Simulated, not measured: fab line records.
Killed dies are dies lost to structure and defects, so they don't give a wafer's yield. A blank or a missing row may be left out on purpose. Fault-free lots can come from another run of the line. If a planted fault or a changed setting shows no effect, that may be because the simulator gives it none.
Tool commonality check || flow n5 finfet || Sampled: 7 lots, 21 wafers

WHAT PROMPTED THE OPENING
Flagged at N5_STI_FIN_REVEAL_CD_MEAS_22: reading cd nm, on 3 of 7 lots. Wafers without a fault read 6.25 nm, standard deviation 0.21.
Rule: flag the lot when none of its wafers has a number, or when each of its wafers that has one lies beyond 4 standard deviations from that mean. As for the other lots, they are considered sound.

{"lot": "L829", "measured": "day 2 20:47", "on": "cd sem-01", "cd nm (nm), wafer by wafer": "5.95 6.67 6.39", "flag": ""}
{"lot": "L834", "measured": "day 4 02:17", "on": "cd sem-02", "cd nm (nm), wafer by wafer": "6.33 6.33 6.36", "flag": ""}
{"lot": "L838", "measured": "day 5 01:08", "on": "cd sem-02", "cd nm (nm), wafer by wafer": "7.80 8.21 7.51", "flag": "FLAGGED"}
{"lot": "L839", "measured": "day 5 08:33", "on": "cd sem-01", "cd nm (nm), wafer by wafer": "8.08 7.81 8.01", "flag": "FLAGGED"}
{"lot": "L840", "measured": "day 5 16:57", "on": "cd sem-03", "cd nm (nm), wafer by wafer": "7.88 7.82 8.01", "flag": "FLAGGED"}
{"lot": "L844", "measured": "day 6 17:28", "on": "cd sem-03", "cd nm (nm), wafer by wafer": "6.62 6.32 6.50", "flag": ""}
{"lot": "L847", "measured": "day 7 10:51", "on": "cd sem-01", "cd nm (nm), wafer by wafer": "6.11 6.29 6.27", "flag": ""}
The numbers of the flagged lots are 7.90 nm on average: +1.65 nm against the usual, or +8 standard deviations.

WHICH TOOL EACH LOT WENT THROUGH
The record holds 3 process steps before the reading, out of a route of 1938 steps. In each cell: the tool, then ch and the chambers that the sampled wafers went through, then the start.
{"lot": "L829", "flag": "", "N5_FIN_CUT_CUT_ETCH_26": "rie diel-04 ch 1,3, day 2 10:00", "N5_FIN_CUT_CUT_ETCH_28": "rie si-04 ch 0,2, day 2 10:14", "N5_STI_FIN_REVEAL_ETCH_34": "rie si-01 ch 1,3, day 2 20:11"}
{"lot": "L834", "flag": "", "N5_FIN_CUT_CUT_ETCH_26": "rie diel-04 ch 1,2,3, day 3 17:11", "N5_FIN_CUT_CUT_ETCH_28": "rie si-05 ch 0,1,3, day 3 17:26", "N5_STI_FIN_REVEAL_ETCH_34": "rie si-01 ch 1,2,3, day 4 01:43"}
{"lot": "L838", "flag": "FLAGGED", "N5_FIN_CUT_CUT_ETCH_26": "rie diel-04 ch 1,3, day 4 15:19", "N5_FIN_CUT_CUT_ETCH_28": "rie si-04 ch 0,2,3, day 4 15:34", "N5_STI_FIN_REVEAL_ETCH_34": "rie si-03 ch 0,3, day 5 00:33"}
{"lot": "L839", "flag": "FLAGGED", "N5_FIN_CUT_CUT_ETCH_26": "rie diel-01 ch 0,2,3, day 4 21:49", "N5_FIN_CUT_CUT_ETCH_28": "rie si-02 ch 0,1,3, day 4 22:07", "N5_STI_FIN_REVEAL_ETCH_34": "rie si-01 ch 0,2, day 5 07:57"}
{"lot": "L840", "flag": "FLAGGED", "N5_FIN_CUT_CUT_ETCH_26": "rie diel-04 ch 0,3, day 5 07:21", "N5_FIN_CUT_CUT_ETCH_28": "rie si-02 ch 0,1, day 5 07:36", "N5_STI_FIN_REVEAL_ETCH_34": "rie si-03 ch 0,3, day 5 16:22"}
{"lot": "L844", "flag": "", "N5_FIN_CUT_CUT_ETCH_26": "rie diel-02 ch 0,3, day 6 07:26", "N5_FIN_CUT_CUT_ETCH_28": "rie si-02 ch 0,1,2, day 6 07:41", "N5_STI_FIN_REVEAL_ETCH_34": "rie si-03 ch 0,2, day 6 16:52"}
{"lot": "L847", "flag": "", "N5_FIN_CUT_CUT_ETCH_26": "rie diel-01 ch 1,2,3, day 7 01:19", "N5_FIN_CUT_CUT_ETCH_28": "rie si-04 ch 0,3, day 7 01:34", "N5_STI_FIN_REVEAL_ETCH_34": "rie si-01 ch 0,1, day 7 10:16"}
What these steps do:
- N5_FIN_CUT_CUT_ETCH_26: etches SiNx in CH3F/O2, target depth 39 nm, time 55.7 s.
- N5_FIN_CUT_CUT_ETCH_28: etches Si in HBr/Cl2/O2, target depth 6 nm, time 2.4 s.
- N5_STI_FIN_REVEAL_ETCH_34: etches Si in H2, material Si, target depth 0.97 nm.
- N5_STI_FIN_REVEAL_CD_MEAS_22: target cd 6.238 nm, pitch 28 nm.

FLAGGED OVER TOTAL, TOOL BY TOOL (the gauges that took the reading come last)
{"step": "N5_FIN_CUT_CUT_ETCH_26", "tool": "rie diel-01", "lots run": 2, "flagged": 1, "share of the flagged lots": "some", "sound lots run after its first flagged lot": "1 (L847)"}
{"step": "N5_FIN_CUT_CUT_ETCH_26", "tool": "rie diel-02", "lots run": 1, "flagged": 0, "share of the flagged lots": "none", "sound lots run after its first flagged lot": "-"}
{"step": "N5_FIN_CUT_CUT_ETCH_26", "tool": "rie diel-04", "lots run": 4, "flagged": 2, "share of the flagged lots": "some", "sound lots run after its first flagged lot": 0}
{"step": "N5_FIN_CUT_CUT_ETCH_28", "tool": "rie si-02", "lots run": 3, "flagged": 2, "share of the flagged lots": "some", "sound lots run after its first flagged lot": "1 (L844)"}
{"step": "N5_FIN_CUT_CUT_ETCH_28", "tool": "rie si-04", "lots run": 3, "flagged": 1, "share of the flagged lots": "some", "sound lots run after its first flagged lot": "1 (L847)"}
{"step": "N5_FIN_CUT_CUT_ETCH_28", "tool": "rie si-05", "lots run": 1, "flagged": 0, "share of the flagged lots": "none", "sound lots run after its first flagged lot": "-"}
{"step": "N5_STI_FIN_REVEAL_ETCH_34", "tool": "rie si-01", "lots run": 4, "flagged": 1, "share of the flagged lots": "some", "sound lots run after its first flagged lot": "1 (L847)"}
{"step": "N5_STI_FIN_REVEAL_ETCH_34", "tool": "rie si-03", "lots run": 3, "flagged": 2, "share of the flagged lots": "some", "sound lots run after its first flagged lot": "1 (L844)"}
{"step": "N5_STI_FIN_REVEAL_CD_MEAS_22", "tool": "cd sem-01", "lots run": 3, "flagged": 1, "share of the flagged lots": "some", "sound lots run after its first flagged lot": "1 (L847)"}
{"step": "N5_STI_FIN_REVEAL_CD_MEAS_22", "tool": "cd sem-02", "lots run": 2, "flagged": 1, "share of the flagged lots": "some", "sound lots run after its first flagged lot": 0}
{"step": "N5_STI_FIN_REVEAL_CD_MEAS_22", "tool": "cd sem-03", "lots run": 2, "flagged": 1, "share of the flagged lots": "some", "sound lots run after its first flagged lot": "1 (L844)"}

WHAT THE TABLE PERMITS
No row of the table ran every flagged lot.

WHAT THE SIMULATOR PUT IN
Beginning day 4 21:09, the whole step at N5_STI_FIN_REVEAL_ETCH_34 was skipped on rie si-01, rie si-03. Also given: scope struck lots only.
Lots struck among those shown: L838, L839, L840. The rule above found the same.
